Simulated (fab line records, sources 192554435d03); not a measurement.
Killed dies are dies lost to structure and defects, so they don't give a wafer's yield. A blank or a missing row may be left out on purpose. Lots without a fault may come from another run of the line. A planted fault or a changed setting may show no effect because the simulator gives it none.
Split-lot experiment | flow n5_finfet | 7 lots, 39 wafers read, on a route of 1938 steps

THE SPLIT
At N5_MOL_CONTACT_COAG_ETCHBACK_135 (etches SiO2 in CHF3, target depth 25 nm, time 16.7 s), the setting time_s was moved away from the recipe's 16.7 s on 18 of the 39 wafers read, by -23.1% to +23.7%. The other wafers ran this setting at the recipe's value.

The reading is taken at the split's own step.

THE READING
SOC_of_MOL_CONTACT_COAG_COAT_75.thk_nm (the simulator's own value, which no gauge read), in nm, at N5_MOL_CONTACT_COAG_ETCHBACK_135 (etches SiO2 in CHF3, target depth 25 nm, time 16.7 s). The file gives no usual value for it. The 21 wafers here that ran the recipe average 57.6 nm, standard deviation 0.19 nm.

wafer  | tool, chamber at the split | time_s as run, s | against the recipe | SOC_of_MOL_CONTACT_COAG_COAT_75.thk_nm, nm | against lot-mates on the recipe
L074.1 | rie_diel-06, 3             | 14.29            | -14.4%             | 58.2                                       | +0.5
L074.2 | rie_diel-06, 1,2           | 16.7             | recipe             | 57.8                                       | -
L074.3 | rie_diel-06, 1,2           | 16.7             | recipe             | 57.8                                       | -
L074.4 | rie_diel-06, 0             | 16.7             | recipe             | 57.6                                       | -
L074.5 | rie_diel-06, 1,2           | 14.29            | -14.4%             | 58                                         | +0.3
L074.6 | rie_diel-06, 1,2           | 14.29            | -14.4%             | 58                                         | +0.3
L075.2 | rie_diel-05, 0,1           | 16.7             | recipe             | 57.4                                       | -
L075.4 | rie_diel-05, 0,1           | 16.7             | recipe             | 57.4                                       | -
L075.6 | rie_diel-05, 0             | 16.7             | recipe             | 57                                         | -
L081.1 | rie_diel-06, 1             | 16.7             | recipe             | 57.2                                       | -
L081.2 | rie_diel-06, 2             | 16.7             | recipe             | 57.4                                       | -
L081.3 | rie_diel-06, 3,0           | 12.84            | -23.1%             | 58.2                                       | +0.8
L081.4 | rie_diel-06, 3,0           | 12.84            | -23.1%             | 58.2                                       | +0.8
L081.5 | rie_diel-06, 0             | 12.84            | -23.1%             | 58                                         | +0.6
L081.6 | rie_diel-06, 3             | 16.7             | recipe             | 57.6                                       | -
L087.1 | rie_diel-06, 0             | 16.7             | recipe             | 57.4                                       | -
L087.2 | rie_diel-06, 3,1           | 14.98            | -10.3%             | 57.8                                       | +0.3
L087.5 | rie_diel-06, 3,1           | 14.98            | -10.3%             | 57.8                                       | +0.3
L087.3 | rie_diel-06, 1,2           | 16.7             | recipe             | 57.6                                       | -
L087.4 | rie_diel-06, 1,2           | 16.7             | recipe             | 57.6                                       | -
L087.6 | rie_diel-06, 2             | 14.98            | -10.3%             | 57.6                                       | +0.1
L091.1 | rie_diel-06, 2,0,3         | 16.7             | recipe             | 57.6                                       | -
L091.3 | rie_diel-06, 2,0,3         | 16.7             | recipe             | 57.6                                       | -
L091.4 | rie_diel-06, 2,0,3         | 16.7             | recipe             | 57.6                                       | -
L091.2 | rie_diel-06, 1,1,2         | 14.94            | -10.5%             | 58                                         | +0.4
L091.5 | rie_diel-06, 1,1,2         | 14.94            | -10.5%             | 58                                         | +0.4
L091.6 | rie_diel-06, 1,1,2         | 14.94            | -10.5%             | 58                                         | +0.4
L092.1 | rie_diel-01, 2,3           | 16.7             | recipe             | 57.6                                       | -
L092.2 | rie_diel-01, 2,3           | 16.7             | recipe             | 57.6                                       | -
L092.3 | rie_diel-01, 0             | 15.21            | -8.9%              | 58                                         | +0.3
L092.4 | rie_diel-01, 1,3           | 15.21            | -8.9%              | 57.8                                       | +0.1
L092.6 | rie_diel-01, 1,3           | 15.21            | -8.9%              | 57.8                                       | +0.1
L092.5 | rie_diel-01, 0             | 16.7             | recipe             | 57.8                                       | -
L094.1 | rie_diel-01, 0,1           | 16.7             | recipe             | 57.6                                       | -
L094.2 | rie_diel-01, 0,1           | 16.7             | recipe             | 57.6                                       | -
L094.3 | rie_diel-01, 3             | 20.65            | +23.7%             | 57.2                                       | -0.5
L094.4 | rie_diel-01, 2,1           | 20.65            | +23.7%             | 57                                         | -0.7
L094.5 | rie_diel-01, 2,1           | 20.65            | +23.7%             | 57                                         | -0.7
L094.6 | rie_diel-01, 0             | 16.7             | recipe             | 57.8                                       | -
Where a row lists several chambers, the file gives one row for several wafers and doesn't say which wafer went through which chamber.

THE FIT
A straight line over all 39 wafers: SOC_of_MOL_CONTACT_COAG_COAT_75.thk_nm changes by -0.0251 nm for each +1% of time_s; r = -0.84; the points scatter about the line by 0.17 nm.
The same after taking each lot's own level away (the mean of its wafers on the recipe; 39 wafers): -0.0274 nm for each +1%; r = -0.93; scatter 0.12 nm.
On that fit, the largest move of time_s shifts the reading by 0.65 nm.
The lots' own levels span 57.27 to 57.73 nm, that is 2.4 times the standard deviation above.
So the lot-to-lot level changes the slope little: the two slopes agree.
Check: with one of the wafers moved furthest among these (+23.7%) left out of the fit, the line predicts -0.684 nm for it against its lot-mates. It came out at -0.467 nm against them.

OTHER SPLITS ON THESE WAFERS
These wafers also went through other splits before the reading. Each is held against what the fit with the lots' levels taken away leaves over:
other split on the same wafers             | wafers away from the commonest value | r with SOC_of_MOL_CONTACT_COAG_COAT_75.thk_nm (lot level and that fit taken away)
N5_WELL_APT_IMPLANT_15 energy_kev          | 15                                   | -0.05
N5_STI_FIN_REVEAL_RECESS_09 target_depth_a | 18                                   | -0.03
N5_DUMMY_GATE_ETCH_31 target_depth_a       | 12                                   | -0.02
N5_DUMMY_GATE_ETCH_32 time_s               | 18                                   | -0.14
N5_DUMMY_GATE_ETCH_42 bias_w               | 15                                   | +0.04

THE FILE'S OWN FIT
SOC_of_MOL_CONTACT_COAG_COAT_75.thk_nm changes by -0.0275 nm for each +1% of time_s, r = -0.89.
